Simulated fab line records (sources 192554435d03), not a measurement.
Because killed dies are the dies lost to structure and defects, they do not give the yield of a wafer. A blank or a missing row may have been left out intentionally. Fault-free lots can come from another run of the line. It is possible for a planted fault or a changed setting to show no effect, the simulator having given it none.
fab line records ; flow n5_finfet
[record] lots = 5; wafers = 15; last_day = 18
route steps=1938 shown GATE_CUT@498 MOL_CONTACT_COAG@517 PASSIVATION@1936
lots that met no fault: from a run of the same line without faults
start_h: hours from the record's opening day to when the first of the lot's shown wafers began ; wait_h: hours since the lot's step before ; " same as the row above ; L1.1+2: several wafers, shown together as one row ; - no value, or no start was given ; * or withheld: withheld ; < > ~ a bound
route shown NAME@n: NAME is a module with steps in the file, n the number in the route of the first one ; usual: mean/standard deviation taken from wafers without a fault ; same: alike in all rows ; chamber/n: place in a boat ; sites: readings site by site ; _std_site: the standard deviation of these ; _edge_site: the outer-site mean with the inner-site mean subtracted ; radius_mm: how far each site lies from the wafer's centre ; mask NAME#n: copy n ; behind: the most recent tool/chamber to have shaped the wafer ; hold: what put the lot on hold/how long, in hours/how the hold closed ; device: which transistor (n, p or np) failed to switch ; end of line: at the end of the route, the tests of the same wafers ; a step given without rows: its recipe and nothing more ; killed: not the wafer's yield, but the dies lost to structure and defects at the first sort ; map: per-die view of a wafer (x killed, . not killed, _ where there is no die)
set.NAME: the run value of the setting; set.NAME@STEP: its run value at that earlier step ; model.NAME: the simulator's own value behind a step, which no gauge read
a table for each step, a row for each wafer; lots at some steps of the route
services: a tool's chamber out of use, with start hour (start_h, from the record's first day; less than 0 if before it), hours out, and reason
[[steps]]
[step N5_GATE_CUT_STRIP_42]
[recipe] chemistry = O2; power_w = 400; temp_c = 40; pressure_mtorr = 30; rf_frequency_hz = 6e+07; bias_power_w = 0; overash_fraction = 0.3; o2_flow_sccm = 225
[step N5_GATE_CUT_ETCH_19]
[recipe] chemistry = CH3F/O2; target = SiNx; mask_material = SiO2; target_depth_a = 537; time_s = 76.7; pressure_mtorr = 30; source_w = 395; bias_w = 73; Ar_flow_sccm = 150; CH3F_flow_sccm = 30; O2_flow_sccm = 20; ion_energy_ev = 120; ends = cleared
[step N5_GATE_CUT_CUT_ETCH_53]
[recipe] chemistry = SF6/Cl2; target = W; mask_material = SiO2; target_depth_a = 792; pressure_mtorr = 8; icp_w = 900; bias_w = 80; SF6_flow_sccm = 40; Cl2_flow_sccm = 60; ends = cleared
[step N5_GATE_CUT_CUT_ETCH_54]
[recipe] chemistry = Cl2/BCl3; target = TiN; mask_material = SiO2; target_depth_a = 967; pressure_mtorr = 10; icp_w = 1000; bias_w = 126; Cl2_flow_sccm = 53.25; bcl3_flow_sccm = 21.75; Ar_flow_sccm = 25; ends = cleared
[step N5_GATE_CUT_CUT_ETCH_55]
[recipe] chemistry = BCl3; target = HfO2; mask_material = SiO2; target_depth_a = 32; ion_energy_ev = 30; pressure_mtorr = 5; icp_w = 450; bias_w = 18; bcl3_flow_sccm = 80
[step N5_GATE_CUT_ETCH_47]
[recipe] chemistry = Cl2/BCl3; target = SiO2; target_depth_a = 100; pressure_mtorr = 10; icp_w = 1000; bias_w = 126; Cl2_flow_sccm = 53.25; bcl3_flow_sccm = 21.75; Ar_flow_sccm = 25
[step N5_GATE_CUT_VAPOR_ETCH_48]
[recipe] chemistry = BCl3/Cl2; target = TiN; mode = isotropic
[step N5_GATE_CUT_VAPOR_ETCH_49]
[recipe] chemistry = BCl3/Cl2; target = TiAlC; mode = isotropic
[step N5_GATE_CUT_VAPOR_ETCH_51]
[recipe] chemistry = BCl3/Cl2; target = HfO2; mode = isotropic
[step N5_GATE_CUT_STRIP_21]
[recipe] chemistry = N2/H2; time_s = 30; power_w = 1000; temp_c = 250; pressure_mtorr = withheld; n2_flow_sccm = 1750; h2_flow_sccm = 3250
[step N5_GATE_CUT_STRIP_29]
[recipe] chemistry = post_etch_residue_remover; time_s = 60; temp_c = 25; remover_ph = withheld; remover_water_wt_pct = withheld; remover_fluoride_wt_pct = withheld
[step N5_GATE_CUT_SRD_52]
[recipe] dry = ipa_marangoni; time_s = 30; temp_c = 23; rinse_liquid = diw
[step N5_GATE_CUT_ALD_22]
[recipe] material = SiNx; target_thk_a = 160; temp_c = 400; ald_precursor_family = SiH2I2; ald_co_reactant = N2/H2-plasma; pulse_time_s = 1; ald_cycles = 320; purge_time_s = 2; co_reactant_purge_time_s = 2; pressure_torr = 2
[usual] heater_power_outer_w = 486/61; heater_power_w = 817/98; precursor_pulse_height_rel = 1.001/0.02
[same] co_reactant_purge_time_s = 2
lot.wafer;tool;chamber;start_h;wait_h;heater_power_outer_w;heater_power_w;precursor_pulse_height_rel;since_wet_clean_h
L848.1;ald_sin-03;3;84.37;0.3;551;927;1.015;182
L848.2;ald_sin-03;2;84.37;0.3;573;924;1.008;182
L848.6;ald_sin-03;3;84.37;0.3;548;923;1.009;-
L851.2;ald_sin-04;3;102.90;0.0;522;898;1.007;293
L851.4;ald_sin-04;0;102.90;0.0;409;712;1.014;293
L851.5;ald_sin-04;2;102.90;0.0;475;874;0.996;-
L867.1;ald_sin-04;1;201.66;0.0;468;731;1.023;11
L867.4;ald_sin-04;0;201.66;0.0;388;666;1.015;11
L867.5;ald_sin-04;3;201.66;0.0;503;872;0.994;-
L869.1;ald_sin-04;2;213.93;0.3;481;853;0.961;24
L869.2;ald_sin-04;3;213.93;0.3;507;875;0.972;24
L869.3;ald_sin-04;1;213.93;0.3;464;744;1.003;24
L870.2;ald_sin-04;1;218.22;0.0;476;722;1.013;28
L870.4;ald_sin-04;2;218.22;0.0;477;828;1.013;28
L870.6;ald_sin-04;3;218.22;0.0;494;832;0.991;-
[step N5_GATE_CUT_CMP_23]
[recipe] stop_on = SiO2; t_overpolish_s = 23.4; post_cmp_clean = alkaline_brush; down_force_psi = 2.5; platen_rpm = 51.8; pad_velocity_m_s = 1.0307; target_thk_nm = 16
[step N5_GATE_CUT_CMP_43]
[recipe] material = SiO2; post_cmp_clean = rinse_only
[step N5_GATE_CUT_CMP_61]
[recipe] stop_on = SiNx; t_overpolish_s = 3; post_cmp_clean = alkaline_brush; down_force_psi = 4; platen_rpm = 27.09; pad_velocity_m_s = 0.539
[step N5_MOL_CONTACT_COAG_COAT_103]
[recipe] resist = SOC; temp_c = 250; time_s = 60; spin_rpm = 1500; resist_thk_nm = 80
[step N5_MOL_CONTACT_COAG_COAT_104]
[recipe] resist = SiARC; temp_c = 220; time_s = 60; spin_rpm = 1500; resist_thk_nm = 12
[step N5_MOL_CONTACT_COAG_COAT_58]
[recipe] resist = underlayer; temp_c = 205; time_s = 60; spin_rpm = 1500; resist_thk_nm = 10
[step N5_MOL_CONTACT_COAG_COAT_02]
[recipe] resist = CAR-EUV; spin_rpm = 1500; resist_thk_nm = 30
[step N5_MOL_CONTACT_COAG_EBR_04]
[recipe] solvent = PGMEA; ebr_width_mm = 1.5
[step N5_MOL_CONTACT_COAG_SOFTBAKE_03]
[recipe] temp_c = 110; time_s = 60; resist = CAR-EUV
[step N5_MOL_CONTACT_COAG_EXPOSE_05]
[recipe] mask_id = CA; na = 0.33; source_shape = annular; sigma_inner = 0.4; sigma_outer = 0.8; polarization = unpolarized; defocus_nm = 0; dose_mj = 38.25
[step N5_MOL_CONTACT_COAG_PEB_06]
[recipe] peb_temp_c = 100; peb_time_s = 60; resist = CAR-EUV
[step N5_MOL_CONTACT_COAG_DEVELOP_07]
[recipe] develop_time_s = 30; developer = TMAH; resist = CAR-EUV; rinse_liquid = surfactant_rinse; dry = air_spin; dev_temp_c = 23
[step N5_MOL_CONTACT_COAG_DESCUM_13]
[recipe] chemistry = O2; time_s = 7; source_power_w = 50; bias_power_w = 20; pressure_mtorr = 20; rf_frequency_hz = 2.712e+07; temp_c = 40; resist = CAR-EUV; o2_flow_sccm = 225
[step N5_MOL_CONTACT_COAG_ETCH_59]
[recipe] chemistry = N2/H2; target = underlayer; target_depth_a = 130; mask_material = CAR-EUV; time_s = 10.4; ion_energy_ev = 200; pressure_mtorr = 30; source_w = 840; bias_w = 150; n2_flow_sccm = 200; h2_flow_sccm = 200; ends = cleared
[step N5_MOL_CONTACT_COAG_ETCH_105]
[recipe] chemistry = CF4; target = SiARC; target_depth_a = 156; mask_material = CAR-EUV; time_s = 26; ion_energy_ev = 80; pressure_mtorr = 40; source_w = 545; bias_w = 36; Ar_flow_sccm = 100; cf4_flow_sccm = 100; ends = cleared
[step N5_MOL_CONTACT_COAG_ETCH_106]
[recipe] chemistry = N2/H2; target = SOC; target_depth_a = 800; overetch_a = 160; mask_material = SiARC; temp_c = 40; time_s = 120; ion_energy_ev = 200; pressure_mtorr = 30; source_w = 840; bias_w = 150; n2_flow_sccm = 200; h2_flow_sccm = 200
[step N5_MOL_CONTACT_COAG_STRIP_107]
[recipe] chemistry = N2/H2; temp_c = 40; n2_flow_sccm = 200; h2_flow_sccm = 200; rf_frequency_hz = 6e+07
[step N5_MOL_CONTACT_COAG_STRIP_108]
[recipe] chemistry = N2/H2; temp_c = 40; n2_flow_sccm = 200; h2_flow_sccm = 200; rf_frequency_hz = 6e+07
[step N5_MOL_CONTACT_COAG_CONTACT_ETCH_14]
[recipe] chemistry = C4F6/O2; target = SiO2; target_depth_a = 275; overetch_a = 85; mask_material = SOC; pressure_mtorr = 30; source_w = 370; bias_w = 185; Ar_flow_sccm = 300; C4F6_flow_sccm = 16; O2_flow_sccm = 10; time_s = 20; ion_energy_ev = 259.6
[step N5_MOL_CONTACT_COAG_STRIP_109]
[recipe] chemistry = C4F6/O2; resist = SiARC; rf_frequency_hz = 6e+07
[step N5_MOL_CONTACT_COAG_ETCH_15]
[recipe] chemistry = CH3F/O2; target = SiNx; target_depth_a = 70; mask_material = SOC; stop_on = Si:P; over_etch_frac = 0.75; ion_energy_ev = 120; pressure_mtorr = 30; source_w = 395; bias_w = 73; Ar_flow_sccm = 150; CH3F_flow_sccm = 30; O2_flow_sccm = 20
[step N5_MOL_CONTACT_COAG_ETCH_110]
[recipe] chemistry = CF4/O2; target = Si; target_depth_a = 25; time_s = 8; pressure_mtorr = 100; source_w = 200; bias_w = 12; ion_energy_ev = 60; Ar_flow_sccm = 100; cf4_flow_sccm = 100; O2_flow_sccm = 10
[step N5_MOL_CONTACT_COAG_STRIP_98]
[recipe] chemistry = N2/H2; power_w = 500; temp_c = 40; pressure_mtorr = 50; rf_frequency_hz = 6e+07; overash_fraction = 0.3; bias_power_w = 8; h2_frac = 0.5; n2_flow_sccm = 300; h2_flow_sccm = 300
[step N5_PASSIVATION_PROBE_49]
[usual] killed_at_M0_to_M3 = 35/11; killed_at_M4_up = 14/5.4; killed_at_contacts = 13/6; killed_at_front_end = 38/11; killed_at_other = 3.4/2.6; killed_dies = 104/19; killed_on_rim = 13/3.9; killed_open = 68/13; killed_short = 34/8.5
[same] gross_dies = 1180; killed_at_back_side = 0
lot.wafer;tool;chamber;start_h;wait_h;killed_at_M0_to_M3;killed_at_M4_up;killed_at_contacts;killed_at_front_end;killed_at_other;killed_dies;killed_on_rim;killed_open;killed_short
L848.1;prober-01;-;315.08;0.0;52;22;15;39;1;129;18;81;37
L848.2;prober-01;-;315.13;0.1;41;6;20;15;5;87;13;54;32
L848.6;prober-01;-;315.33;0.3;46;15;16;35;4;116;14;75;38
L851.2;prober-02;-;332.86;0.1;54;9;9;34;1;107;12;73;34
L851.4;prober-02;-;332.96;0.2;33;10;5;28;2;78;13;52;24
L851.5;prober-02;-;333.01;0.2;44;8;21;36;1;110;14;77;31
L867.1;prober-01;-;414.89;0.0;28;31;12;60;6;137;14;84;38
L867.5;prober-01;-;415.09;0.2;57;24;9;378;8;476;152;92;68
L869.1;prober-01;-;422.17;0.4;17;16;10;28;4;75;9;47;27
L869.2;prober-01;-;422.22;0.5;28;24;10;353;2;417;152;64;43
L869.3;prober-01;-;422.27;0.5;27;18;8;29;6;88;16;62;24
L870.6;prober-01;-;436.78;0.3;26;16;13;362;0;417;152;58;39
// killed by level:class
L848.1 BEOL_M0_SAQP:geometric_particle:open=12 MOL_CONTACT_COAG:geometric_particle:open=11 BEOL_M2:geometric_particle:open=9 BEOL_M3:geometric_particle:open=8 HKMG_FIN:area_etch=8 BEOL_M0_SAQP:geometric_particle:short=7 BEOL_M1:geometric_particle:open=6 BEOL_M4:geometric_particle:open=6
L848.2 MOL_CONTACT_COAG:geometric_particle:open=14 BEOL_M3:geometric_particle:open=13 BEOL_M1:geometric_particle:open=7 BEOL_M2:geometric_particle:short=7 BEOL_M0:geometric_particle:open=6 MOL_CONTACT_COAG:geometric_particle:short=6 STARTING-WAFER:geometric_particle:short=4 FIN_SAQP:geometric_particle:open=3
L848.6 BEOL_M3:geometric_particle:open=15 MOL_CONTACT_COAG:geometric_particle:open=13 STI_FIN_REVEAL:geometric_particle:open=8 GATE_CUT:geometric_particle:short=6 BEOL_M0_SAQP:geometric_particle:open=5 BEOL_M0:geometric_particle:open=5 BEOL_M4:geometric_particle:open=5 FIN_SAQP:geometric_particle:open=4
L851.2 BEOL_M1:geometric_particle:open=15 FIN_SAQP:geometric_particle:open=8 DUMMY_GATE:geometric_particle:open=7 MOL_CONTACT_COAG:geometric_particle:open=7 BEOL_M0_SAQP:geometric_particle:open=7 BEOL_M0_SAQP:geometric_particle:short=7 BEOL_M3:geometric_particle:open=7 BEOL_M4:geometric_particle:open=6
L851.4 BEOL_M0_SAQP:geometric_particle:open=12 BEOL_M0_SAQP:geometric_particle:short=9 BEOL_M2:geometric_particle:open=7 FIN_SAQP:geometric_particle:short=6 DUMMY_GATE:geometric_particle:open=6 MOL_CONTACT_COAG:geometric_particle:open=5 FIN_SAQP:geometric_particle:open=4 STI_FIN_REVEAL:geometric_particle:open=4
L851.5 MOL_CONTACT_COAG:geometric_particle:open=17 BEOL_M2:geometric_particle:open=11 BEOL_M0_SAQP:geometric_particle:short=9 BEOL_M0_SAQP:geometric_particle:open=9 BEOL_M1:geometric_particle:open=8 DUMMY_GATE:geometric_particle:open=7 FIN_SAQP:geometric_particle:open=5 DUMMY_GATE:geometric_particle:short=4
L867.1 BEOL_M4:geometric_particle:open=16 HKMG_FIN:area_etch=15 STI_FIN_REVEAL:geometric_particle:open=10 BEOL_M1:geometric_particle:open=9 FIN_SAQP:geometric_particle:open=8 MOL_CONTACT_COAG:geometric_particle:open=8 BEOL_M0_SAQP:geometric_particle:short=6 BEOL_M0_SAQP:geometric_particle:open=6
L867.5 GATE_CUT:area_ald=310 BEOL_M0_SAQP:geometric_particle:short=23 FIN_SAQP:geometric_particle:open=16 FIN_SAQP:geometric_particle:short=14 BEOL_M0_SAQP:geometric_particle:open=13 BEOL_M4:geometric_particle:open=11 STI_FIN_REVEAL:geometric_particle:open=10 BEOL_M0:geometric_particle:open=9
L869.1 MOL_CONTACT_COAG:geometric_particle:open=7 BEOL_M2:geometric_particle:open=6 ILD0:geometric_particle:open=5 GATE_CUT:geometric_particle:open=5 ILD0:geometric_particle:short=4 GATE_CUT:geometric_particle:short=4 MOL_CONTACT_COAG:geometric_particle:short=3 BEOL_M0_SAQP:geometric_particle:open=3
L869.2 GATE_CUT:area_ald=310 BEOL_M4:geometric_particle:open=13 BEOL_M0_SAQP:geometric_particle:open=12 FIN_SAQP:geometric_particle:short=11 BEOL_M0_SAQP:geometric_particle:short=10 FIN_SAQP:geometric_particle:open=9 STI_FIN_REVEAL:geometric_particle:open=9 MOL_CONTACT_COAG:geometric_particle:open=8
L869.3 STI_FIN_REVEAL:geometric_particle:open=10 BEOL_M0_SAQP:geometric_particle:open=9 BEOL_M0_SAQP:geometric_particle:short=9 MOL_CONTACT_COAG:geometric_particle:open=8 FIN_SAQP:geometric_particle:open=6 FIN_SAQP:geometric_particle:short=5 BEOL_M2:geometric_particle:open=5 BEOL_M4:geometric_particle:open=5
L870.6 GATE_CUT:area_ald=319 STI_FIN_REVEAL:geometric_particle:open=9 FIN_SAQP:geometric_particle:short=8 MOL_CONTACT_COAG:geometric_particle:open=8 FIN_SAQP:geometric_particle:open=7 GATE_CUT:geometric_particle:short=6 BEOL_M0_SAQP:geometric_particle:short=6 MOL_CONTACT_COAG:geometric_particle:short=5
// map L867.5 (x killed, . not)
_________________xxxxxxxxxxxx________________
______________xxxxxxxxxxxxxxxxxx_____________
___________xxxxxxxxxxxxx.x.xxx.xxxx__________
__________xxxxx.x.........x..xxxxxxx_________
________xxxxx.x...x....x..x...xxxxxxxx_______
_______xxxxxx.xx........x.xxx.x...xx.xx______
______xxxx...x.x..x..........xxxxx...xxx_____
_____xxxx..x..........x........xx...xxxxx____
____xxxxx........x.xx..........x..x..x.xxx___
___xxx..x.....x.....x....x...........x.xxxx__
___xxxx........................x..x...x.xxx__
__xxxxx.....x.x.....x...x..............x.xxx_
__xxxx.........x...........x.x.....x.x..xxxx_
_xxxxxx.xx.....x.............x...........xxxx
_xxxx..x........x..x...x.x.....x........xxxxx
_xxxx...x..x..............x..........x...xxxx
_xxx............x..........x.............xxxx
_xxxxx.x.x.......x...x.x..................xxx
_xxx...........x.........x....x....x.x....xxx
_xxxxx............x...x..x.xx........xxxxxxxx
_xxxxx..xx......x............x..x...x.....xxx
__xxxx.................x..x.............xxxx_
__xxxx..x.x.....x............x........x.xxxx_
___xxx.x...x.....x....x....xx.......x..xxxx__
___xxxxx............xx..x...x.......x.xxxxx__
____xxx...x.....x.....x.......x...x.xxxxxx___
_____xxxxx....x........xxx.......x..x.xxx____
______xxx....x.....x..x............xxxxx_____
_______xxxx..x...............x.xxxxxxxx______
________xxxx...........x.x.x.....xxxxx_______
__________xxxxxxxx........x.x..xxxxx_________
___________xxxxxxxxxxx.x....xxxxxxx__________
______________xxxxxxxxxxxxxxxxxx_____________
_________________xxxxxxxxxxxx________________
// map L869.2 (x killed, . not)
_________________xxxxxxxxxxxx________________
______________xxxxxxxxxxxxxxxxxx_____________
___________xxxxxxxx.x.xx..xx.xxxxxx__________
__________xxxxx..x...........x..x.xx_________
________xxx.xx......x.x..x.....xxxxxxx_______
_______xxx.x.x............x.......xxxxx______
______xxxx....x.x.x.....x........x.xxxxx_____
_____xxx....x.x..........x...x.......xxxx____
____xxxx.......................xx......xxx___
___xxxxx.................x..x.x........xxxx__
___xxxx.x......x....xx......x.........x.xxx__
__xxxx........x........x...............xxxxx_
__xxxx.....x........x..x..........x.x...xxxx_
_xxx.......................x.............xxxx
_xxx.....x...........x...x.x..x..........xxxx
_xxxx.....................................xxx
_xxx...........x......x.......x.x.......x..xx
_xxxxx...x........xx....x....x..........x.xxx
_xx.x...x.......x.....x......x...x........xxx
_xxxx......x...............x.x............xxx
_xxxxx.............................x.....xxxx
__xx.x.x..x.........................x....xxx_
__xxxx...........x.x..x.............x...xxxx_
___xxx.....x..........x....x.....x.....xxxx__
___xxx.xx....x..x....x................xxxxx__
____xxxx.xx.........x............x....xxxx___
_____xxxx..........................x.xxxx____
______xxx.x...............x.........xxxx_____
_______xxxxxx....................xxxxxx______
________xxxx.x.xx............x..xxxxxx_______
__________xxxxxx..x........x..xxxxxx_________
___________xxxxxxxxxxxxx.xxx.xxxxxx__________
______________xxxxxxxxxxxxxxxxxx_____________
_________________xxxxxxxxxxxx________________
[[services]]
tool;chamber;start_h;hours;kind
ald_sin-04;-;77.28;0.6;repair
ald_sin-04;1;111.15;-;calibration
ald_sin-04;-;176.75;14.0;pm
ald_sin-04;0;176.75;14.0;vent_cycle
ald_sin-04;1;176.75;14.0;vent_cycle
ald_sin-04;2;176.75;14.0;vent_cycle
ald_sin-04;3;176.75;14.0;vent_cycle
ald_sin-03;2;182.84;6.7;repair
ald_sin-04;0;190.75;-;clean
ald_sin-04;1;190.75;-;clean
ald_sin-04;2;190.75;-;clean
ald_sin-04;3;190.75;-;clean
[[key]]
[first_sign] step = N5_PASSIVATION_PROBE_49; reading = killed_at_front_end; direction = up; sigmas = 30; usual = 38; struck = 364
[effect] step = N5_PASSIVATION_PROBE_49; reading = killed_dies; direction = up; sigmas = 18; usual = 104; struck = 437
[more_kills_born_at] N5_GATE_CUT_ALD_22@ald_sin-04 = 939
met_at N5_GATE_CUT_ALD_22
struck_wafers L867.5,L869.2,L870.6
tester_left_out L867,L869,L870
[baseline_loss] step = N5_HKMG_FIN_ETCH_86; wafers = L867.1
onset_between 102.90 201.66
[fault] kind = site_profile_drift; tool = ald_sin-04; chamber = 3; onset_h = 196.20; steps = N5_GATE_CUT_ALD_22; basis = fraction; max_abs_drift = 0.32468; slope_share_per_hr = 72.151; site_pattern = 0,0,0,0,0,-1,-1,-1,-1
// tester_left_out: of these lots the tester's yield and bins aren't shown, on N5 and GAA mostly nor the transistor test; their killed dies are dies lost to structure and defects alone, not to doping, threshold or leakage, so they don't give the yield
// baseline_loss: these wafers lose ten dies or more at that step, a loss of the line's own and not of a fault; the sort's usual values leave them out
